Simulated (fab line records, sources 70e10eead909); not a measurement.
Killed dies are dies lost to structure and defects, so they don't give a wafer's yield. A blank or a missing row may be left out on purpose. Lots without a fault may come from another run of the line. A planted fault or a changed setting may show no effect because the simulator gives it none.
Which tool did it? | flow nand_harc | 13 lots, 39 wafers sampled, at 3 steps of a route of 1159

WHAT THE GAUGES READ, wafer by wafer
NHARC_END_SORT_01. Usual: killed_at_array 28, standard deviation 10; killed_at_other 0.5, standard deviation 0.82; killed_at_periphery 3.4, standard deviation 2.2; killed_dies 31, standard deviation 10; killed_open 3.4, standard deviation 1.9; killed_short 1.9, standard deviation 1.3.
lot  | measured     | on        | killed_at_array | killed_at_other | killed_at_periphery | killed_dies | killed_open | killed_short | flag
L440 | day 21 21:05 | prober-02 | 108 113 74      | 0 0 0           | 4 0 2               | 112 113 76  | 4 5 3       | 2 1 3        | OFF
L446 | day 24 03:14 | prober-02 | 26 37 35        | 0 0 0           | 4 4 3               | 30 41 38    | 3 7 7       | 1 3 4        |

WHICH TOOL RAN EACH LOT (tool, then ch and the chambers of the sampled wafers, then the start)
lot  | NHARC_A_CONTACT_ETCH_122             | NHARC_THIN_TSV_ETCHBACK_48
L434 | har_cap_etch-03 ch 0,1, day 16 01:08 | rie_diel-05 ch 1,2,3, day 19 12:20
L436 | har_cap_etch-01 ch 0,1, day 17 06:20 | rie_diel-04 ch 0,1,2, day 19 18:58
L437 | har_cap_etch-03 ch 0,1, day 17 06:22 | rie_diel-05 ch 1,2,3, day 19 19:53
L438 | har_cap_etch-01 ch 0,1, day 18 06:44 | rie_diel-04 ch 1,2, day 20 19:14
L440 | har_cap_etch-03 ch 0,1, day 18 23:34 | rie_diel-12 ch 1,2, day 21 06:53
L444 | har_cap_etch-02 ch 0,1, day 19 08:28 | rie_diel-04 ch 0,1,2, day 21 14:25
L449 | har_cap_etch-01 ch 0,1, day 19 19:47 | rie_diel-05 ch 0,1,3, day 21 20:09
L446 | har_cap_etch-01 ch 0,1, day 20 01:45 | rie_diel-04 ch 0,2,3, day 23 08:23
L451 | har_cap_etch-01 ch 0,1, day 20 03:44 | rie_diel-04 ch 0,1,3, day 23 00:32
L452 | har_cap_etch-02 ch 0,1, day 20 23:22 | rie_diel-12 ch 1,2, day 23 05:47
L453 | har_cap_etch-01 ch 0,1, day 21 06:25 | rie_diel-04 ch 1,2,3, day 23 14:30
L456 | har_cap_etch-02 ch 0,1, day 21 16:04 | rie_diel-05 ch 1,2, day 23 20:07
L455 | har_cap_etch-01 ch 0,1, day 21 23:55 | rie_diel-05 ch 0,2,3, day 24 08:51
- NHARC_A_CONTACT_ETCH_122: etches the open film in C4F8/O2/Ar, time 95 s, target depth 930 nm.
- NHARC_THIN_TSV_ETCHBACK_48: etches the open film in C4F8/Ar, target depth 1028.5 nm, time 405.17 s.

WHAT THE TOOLS THEMSELVES READ (means of the sampled wafers that have a number; where no wafer has one, the mark that the record gives instead)
NHARC_THIN_TSV_ETCHBACK_48. Usual: oes_product_au 0.96 a.u., standard deviation 0.033; rf_vpp_V 546 V, standard deviation 3.4.
lot  | tool        | oes_product_au (a.u.) | rf_vpp_V (V) | flag
L434 | rie_diel-05 | 0.93                  | 547          |
L436 | rie_diel-04 | 0.92                  | 546          |
L437 | rie_diel-05 | 0.93                  | 548          |
L438 | rie_diel-04 | 1.01                  | 547          |
L440 | rie_diel-12 | 0.92                  | 545          |
L444 | rie_diel-04 | 0.96                  | 545          |
L449 | rie_diel-05 | 0.92                  | 544          |
L446 | rie_diel-04 | 1.00                  | 545          |
L451 | rie_diel-04 | 0.92                  | 543          |
L452 | rie_diel-12 | 0.92                  | 545          |
L453 | rie_diel-04 | 0.97                  | 545          |
L456 | rie_diel-05 | 1.00                  | 545          |
L455 | rie_diel-05 | 0.96                  | 549          |

THE ANSWER, worked out from the rows above alone
Rule: a lot is off if the mean of its wafers that have a number lies more than 3 standard deviations from the usual mean. A lot without any number at a reading at which 4 lots or more have one is off too. The other lots that the step has rows for count as sound. The gauges are gone through in route order, then the tools' own readings, and for those a lot's mean is taken as printed above. The first step at which some lot is off is used, and at that step the reading that is off furthest; a lot without a number counts as furthest.
Off: L440, at NHARC_END_SORT_01 (killed_at_array). Neither off nor sound, because the step has no rows for them: L434, L436, L437, L438, L444, L449, L451, L452, L453, L456, L455.
A tool fits if, at a process step before that reading, it ran every lot that is off, and no sound lot after the first of them. The gauges at NHARC_END_SORT_01 are tried like those tools. Can't be told from this: 2 tools fit, har_cap_etch-03 at NHARC_A_CONTACT_ETCH_122, rie_diel-12 at NHARC_THIN_TSV_ETCHBACK_48.

WHAT THE SIMULATOR HAD PUT IN
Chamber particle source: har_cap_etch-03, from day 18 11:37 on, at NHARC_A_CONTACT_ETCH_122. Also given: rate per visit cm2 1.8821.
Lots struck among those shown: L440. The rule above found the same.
